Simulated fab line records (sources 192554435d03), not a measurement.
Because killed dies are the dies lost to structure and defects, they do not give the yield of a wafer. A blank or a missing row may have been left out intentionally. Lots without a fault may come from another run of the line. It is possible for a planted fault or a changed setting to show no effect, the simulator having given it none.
Split-lot study / flow n5-finfet / 7 lots, 21 wafers read, on a route of 1938 steps

== ON THE SPLIT ==
At N5_SD_EPI_P_COAT_03 (resist thk 150 nm), the setting spin-rpm was moved away from the recipe's 1500 rpm on 9 of the 21 wafers read, by -4.4% to +9.1%. All remaining wafers had this setting at the recipe value.

== FROM THE SPLIT TO THE READING: what the file shows between them, 6 steps ==
- N5_SD_EPI_P_EBR_05
- N5_SD_EPI_P_SOFTBAKE_04: time 60 s
- N5_SD_EPI_P_EXPOSE_06: exposes mask SD P BLK, target cd 240 nm
- N5_SD_EPI_P_PEB_07: peb time 60 s
- N5_SD_EPI_P_DEVELOP_08: develop time 30 s
- N5_SD_EPI_P_DESCUM_14: chemistry O2, time 7.9 s

== THE READING ==
CAR-ArF-block_of_SD_EPI_P_COAT_03.thk-nm (the simulator's own value, which no gauge read), in nm, at N5_SD_EPI_P_ETCH_36 (etches SiARC in CF4, target depth 45.5 nm, time 75.8 s). The file gives no usual value for it. Average 111.4 nm, standard deviation 0.49 nm, over the 12 wafers here run with the recipe.

wafer=L074.1; tool, chamber at the split=litho-track-05, 0; spin-rpm as run, rpm=1500; against the recipe=recipe; CAR-ArF-block_of_SD_EPI_P_COAT_03.thk-nm, nm=111.2; against lot-mates on the recipe=-
wafer=L074.4; tool, chamber at the split=litho-track-05, 0; spin-rpm as run, rpm=1584; against the recipe=+5.6%; CAR-ArF-block_of_SD_EPI_P_COAT_03.thk-nm, nm=107; against lot-mates on the recipe=-4.2
wafer=L074.6; tool, chamber at the split=litho-track-05, 0; spin-rpm as run, rpm=1584; against the recipe=+5.6%; CAR-ArF-block_of_SD_EPI_P_COAT_03.thk-nm, nm=107; against lot-mates on the recipe=-4.2
wafer=L078.1; tool, chamber at the split=litho-track-04, 0; spin-rpm as run, rpm=1500; against the recipe=recipe; CAR-ArF-block_of_SD_EPI_P_COAT_03.thk-nm, nm=111.8; against lot-mates on the recipe=-
wafer=L078.6; tool, chamber at the split=litho-track-04, 0; spin-rpm as run, rpm=1500; against the recipe=recipe; CAR-ArF-block_of_SD_EPI_P_COAT_03.thk-nm, nm=111.8; against lot-mates on the recipe=-
wafer=L078.2; tool, chamber at the split=litho-track-04, 0; spin-rpm as run, rpm=1500; against the recipe=recipe; CAR-ArF-block_of_SD_EPI_P_COAT_03.thk-nm, nm=112; against lot-mates on the recipe=-
wafer=L079.1; tool, chamber at the split=litho-track-04, 0; spin-rpm as run, rpm=1434; against the recipe=-4.4%; CAR-ArF-block_of_SD_EPI_P_COAT_03.thk-nm, nm=115.4; against lot-mates on the recipe=+3.5
wafer=L079.2; tool, chamber at the split=litho-track-04, 0; spin-rpm as run, rpm=1500; against the recipe=recipe; CAR-ArF-block_of_SD_EPI_P_COAT_03.thk-nm, nm=112.2; against lot-mates on the recipe=-
wafer=L079.6; tool, chamber at the split=litho-track-04, 0; spin-rpm as run, rpm=1500; against the recipe=recipe; CAR-ArF-block_of_SD_EPI_P_COAT_03.thk-nm, nm=111.6; against lot-mates on the recipe=-
wafer=L085.1; tool, chamber at the split=litho-track-01, 0; spin-rpm as run, rpm=1580; against the recipe=+5.3%; CAR-ArF-block_of_SD_EPI_P_COAT_03.thk-nm, nm=107; against lot-mates on the recipe=-4.2
wafer=L085.3; tool, chamber at the split=litho-track-01, 0; spin-rpm as run, rpm=1580; against the recipe=+5.3%; CAR-ArF-block_of_SD_EPI_P_COAT_03.thk-nm, nm=107; against lot-mates on the recipe=-4.2
wafer=L085.5; tool, chamber at the split=litho-track-01, 0; spin-rpm as run, rpm=1500; against the recipe=recipe; CAR-ArF-block_of_SD_EPI_P_COAT_03.thk-nm, nm=111.2; against lot-mates on the recipe=-
wafer=L093.1; tool, chamber at the split=litho-track-05, 0; spin-rpm as run, rpm=1578; against the recipe=+5.2%; CAR-ArF-block_of_SD_EPI_P_COAT_03.thk-nm, nm=107.2; against lot-mates on the recipe=-4.3
wafer=L093.4; tool, chamber at the split=litho-track-05, 0; spin-rpm as run, rpm=1500; against the recipe=recipe; CAR-ArF-block_of_SD_EPI_P_COAT_03.thk-nm, nm=111.4; against lot-mates on the recipe=-
wafer=L093.6; tool, chamber at the split=litho-track-05, 0; spin-rpm as run, rpm=1500; against the recipe=recipe; CAR-ArF-block_of_SD_EPI_P_COAT_03.thk-nm, nm=111.6; against lot-mates on the recipe=-
wafer=L094.4; tool, chamber at the split=litho-track-01, 0; spin-rpm as run, rpm=1604; against the recipe=+6.9%; CAR-ArF-block_of_SD_EPI_P_COAT_03.thk-nm, nm=106.2; against lot-mates on the recipe=-5.0
wafer=L094.5; tool, chamber at the split=litho-track-01, 0; spin-rpm as run, rpm=1604; against the recipe=+6.9%; CAR-ArF-block_of_SD_EPI_P_COAT_03.thk-nm, nm=106.4; against lot-mates on the recipe=-4.8
wafer=L094.6; tool, chamber at the split=litho-track-01, 0; spin-rpm as run, rpm=1500; against the recipe=recipe; CAR-ArF-block_of_SD_EPI_P_COAT_03.thk-nm, nm=111.2; against lot-mates on the recipe=-
wafer=L095.1; tool, chamber at the split=litho-track-04, 0; spin-rpm as run, rpm=1500; against the recipe=recipe; CAR-ArF-block_of_SD_EPI_P_COAT_03.thk-nm, nm=110.8; against lot-mates on the recipe=-
wafer=L095.2; tool, chamber at the split=litho-track-04, 0; spin-rpm as run, rpm=1500; against the recipe=recipe; CAR-ArF-block_of_SD_EPI_P_COAT_03.thk-nm, nm=110.4; against lot-mates on the recipe=-
wafer=L095.6; tool, chamber at the split=litho-track-04, 0; spin-rpm as run, rpm=1636; against the recipe=+9.1%; CAR-ArF-block_of_SD_EPI_P_COAT_03.thk-nm, nm=104.4; against lot-mates on the recipe=-6.2

FIT RESULTS
A straight line over all 21 wafers: CAR-ArF-block_of_SD_EPI_P_COAT_03.thk-nm changes by -0.794 nm for each +1% of spin-rpm; r = -0.99; the points scatter about the line by 0.43 nm.
The same after taking each lot's own level away (the mean of its wafers on the recipe; 21 wafers): -0.737 nm for each +1%; r = -1.00; scatter 0.24 nm.
On that fit, the largest move of spin-rpm shifts the reading by 6.7 nm.
From 110.60 to 111.90 nm: that is the span of the lots' own levels, equal to 2.7 times the standard deviation above.
Consequently the slope shifts little with the lot-to-lot level, the two slopes agreeing.
Check: for one of the wafers moved furthest among these (+9.1%), held out of the fit, the line's prediction against its lot-mates is -6.83 nm. Against them it came out at -6.2 nm.

== THE WHOLE CHAIN: every reading that the file lists as answering this split, in the file's order ==
step=N5_SD_EPI_P_COAT_03; what it does=resist thk 150 nm; reading=CAR-ArF-block_of_SD_EPI_P_COAT_03.thk-nm (the simulator's own value, which no gauge read); change (the file's fit)=-0.745 nm for each +1% of the setting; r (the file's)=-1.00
step=N5_SD_EPI_P_DEVELOP_08; what it does=develop time 30 s; reading=CAR-ArF-block_of_SD_EPI_P_COAT_03.thk-nm (the simulator's own value, which no gauge read); change (the file's fit)=-0.75 nm for each +1% of the setting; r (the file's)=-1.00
step=N5_SD_EPI_P_ETCH_36; what it does=etches SiARC in CF4, target depth 45.5 nm, time 75.8 s; reading=CAR-ArF-block_of_SD_EPI_P_COAT_03.thk-nm (the simulator's own value, which no gauge read); change (the file's fit)=-0.735 nm for each +1% of the setting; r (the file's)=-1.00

== FILE'S OWN FIT ==
CAR-ArF-block_of_SD_EPI_P_COAT_03.thk-nm changes by -0.735 nm for each +1% of spin-rpm, r = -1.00.
